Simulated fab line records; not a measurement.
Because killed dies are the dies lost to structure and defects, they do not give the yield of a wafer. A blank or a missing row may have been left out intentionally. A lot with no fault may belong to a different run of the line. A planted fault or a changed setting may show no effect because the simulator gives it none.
Matching of chambers | flow nand_harc | 4 sister chambers for NHARC_A_STAIRCASE_DESCUM_443 on rie_diel-01
The step chemistry O2, time 3 s. 4 wafers are shown with their chamber, then 8 later ones without.

## WAFERS, EACH WITH ITS CHAMBER
wafer  | chamber | showerhead_plenum_p_Torr (Torr)
L087.1 | 1       | 1.80
L089.4 | 2       | 1.93
L089.5 | 3       | 1.99
L091.2 | 0       | 1.98

## WAFERS WITH NO CHAMBER GIVEN
wafer  | showerhead_plenum_p_Torr (Torr)
L091.4 | 1.99
L091.6 | 1.99
L094.4 | 1.98
L094.5 | 1.99
L094.6 | 1.98
L097.3 | 1.99
L097.4 | 1.79
L097.6 | 1.79

## EACH ONE'S CHAMBER
wafer  | from the rows above | in truth
L091.4 | 3                   | 3
L091.6 | 3                   | 3
L094.4 | 0                   | 0
L094.5 | 3                   | 3
L094.6 | 0                   | 0
L097.3 | 3                   | 3
L097.4 | 1                   | 1
L097.6 | 1                   | 1
Placed correctly: 8 of 8. Not placeable from these rows: 0. Placed wrongly: 0.
How it was worked out, from the rows above alone: a wafer's distance from a chamber is the root of the sum, over the readings, of the square of ((its reading less the chamber's mean) divided by the reading's scatter). The wafer belongs to the nearest chamber; if the next one is less than 2 further off, it can't be placed. For every chamber, the mean is computed from those of its wafers that are shown. The scatter: with one shown wafer a chamber, the root of the mean of the squares of how far each hidden wafer lies from its nearest shown one.
